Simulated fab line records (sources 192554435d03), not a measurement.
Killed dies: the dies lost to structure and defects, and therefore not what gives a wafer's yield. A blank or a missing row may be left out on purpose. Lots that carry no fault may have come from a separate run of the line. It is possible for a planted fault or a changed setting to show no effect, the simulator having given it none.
Chamber matching    flow n5 finfet    rie diel-05 running N5_BEOL_M11_DESCUM_16: 4 sister chambers
The step chemistry O2, time 7.9 s. 14 wafers are shown with their chamber, then 7 later ones without.

## EACH WAFER AND ITS CHAMBER
wafer   chamber  showerhead plenum p Torr (Torr)  throttle valve pct (%)  oes product au (a.u.)
L075.1  1        2.23                             20.44                   0.93
L075.2  0        2.07                             20.15                   0.75
L075.4  1        2.23                             20.44                   0.93
L076.4  2        2.05                             20.40                   1.01
L076.5  2        2.05                             20.41                   1.00
L076.6  3        2.17                             20.43                   0.73
L079.4  0        2.07                             20.17                   0.75
L079.5  1        2.23                             20.45                   0.91
L079.6  2        2.05                             20.40                   0.97
L090.1  0        2.06                             20.21                   0.73
L090.2  3        2.17                             20.48                   0.70
L090.5  1        2.22                             20.48                   0.86
L095.2  0        2.06                             20.22                   0.71
L095.3  2        2.04                             20.45                   0.89

SIGNATURES (averages over the wafers above)
reading                   chamber 0  chamber 1  chamber 2  chamber 3  scatter within a chamber
showerhead plenum p Torr  2.0650     2.2275     2.0475     2.1700     0.005
throttle valve pct        20.1875    20.4525    20.4150    20.4550    0.027
oes product au            0.7350     0.9075     0.9675     0.7150     0.037
Rule: for a wafer and a chamber, the distance is found by dividing, reading by reading, the gap between the wafer's reading and the chamber's mean by the reading's scatter, squaring, summing and taking the root. If the next closest chamber is less than 2 further off than the closest, the wafer can't be placed; otherwise it belongs to the closest. The scatter: the root of (the sum of the squares of (reading less its chamber's mean) over the shown wafers, divided by (wafers less chambers)).

## WAFERS WITH NO CHAMBER GIVEN
wafer   showerhead plenum p Torr (Torr)  throttle valve pct (%)  oes product au (a.u.)
L095.6  2.04                             20.46                   0.89
L097.3  2.04                             20.45                   0.89
L097.4  2.06                             20.22                   0.72
L097.6  2.06                             20.21                   0.72
L096.1  2.21                             20.50                   0.85
L096.3  2.06                             20.23                   0.73
L096.5  2.21                             20.50                   0.85

## CHAMBER TAKEN BY EACH
wafer   from the rows above  in truth
L095.6  2                    2
L097.3  2                    2
L097.4  0                    0
L097.6  0                    0
L096.1  1                    1
L096.3  0                    0
L096.5  1                    1
7 of 7 placed correctly. Left unplaced by these rows: 0. Wrongly placed: 0.
